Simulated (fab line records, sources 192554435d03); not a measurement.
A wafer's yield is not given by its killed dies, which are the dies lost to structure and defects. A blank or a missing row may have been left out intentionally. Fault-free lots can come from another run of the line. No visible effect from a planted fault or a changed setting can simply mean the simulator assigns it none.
Chamber matching ; flow n5Finfet ; 3 sister chambers for N5_FIN_SAQP_HM_DEP_03 on pecvd-03
The step deposits SiNx from SiH4/NH3/N2, target thk 38 nm, time 33.6 s. 6 wafers are shown with their chamber, then 7 later ones without.

WAFERS, EACH WITH ITS CHAMBER
wafer;chamber;throttleValvePct (%);showerheadPlenumPTorr (Torr)
L081.2;1;40.7;5.25
L086.1;0;40.9;5.19
L086.4;2;37.6;5.12
L086.6;0;40.7;5.17
L092.1;2;37.8;5.14
L092.4;1;40.9;5.26

WAFERS WITH NO CHAMBER GIVEN
wafer;throttleValvePct (%);showerheadPlenumPTorr (Torr)
L092.5;37.6;5.13
L095.2;40.6;5.25
L095.4;40.8;5.19
L095.5;40.7;5.23
L096.3;37.6;5.12
L096.4;40.7;5.25
L096.6;37.9;5.13

CHAMBER TAKEN BY EACH
wafer;from the rows above;in truth
L092.5;2;2
L095.2;1;1
L095.4;0;0
L095.5;can't be placed: 1 or 0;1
L096.3;2;2
L096.4;1;1
L096.6;2;2
6 of 7 placed correctly. Cannot be placed on the basis of these rows: 1; the candidates contain the true chamber in 1. Wrongly placed: 0.
How it was worked out, from the rows above alone: a wafer's distance from a chamber is the root of the sum, over the readings, of the square of ((its reading less the chamber's mean) divided by the reading's scatter). If the next closest chamber is less than 2 further off than the closest, the wafer can't be placed; otherwise it belongs to the closest. Each chamber's mean is taken over the wafers shown for it. The scatter: take each reading less its chamber's mean, square it, sum over the shown wafers, divide by the number of wafers less the number of chambers, and take the root.
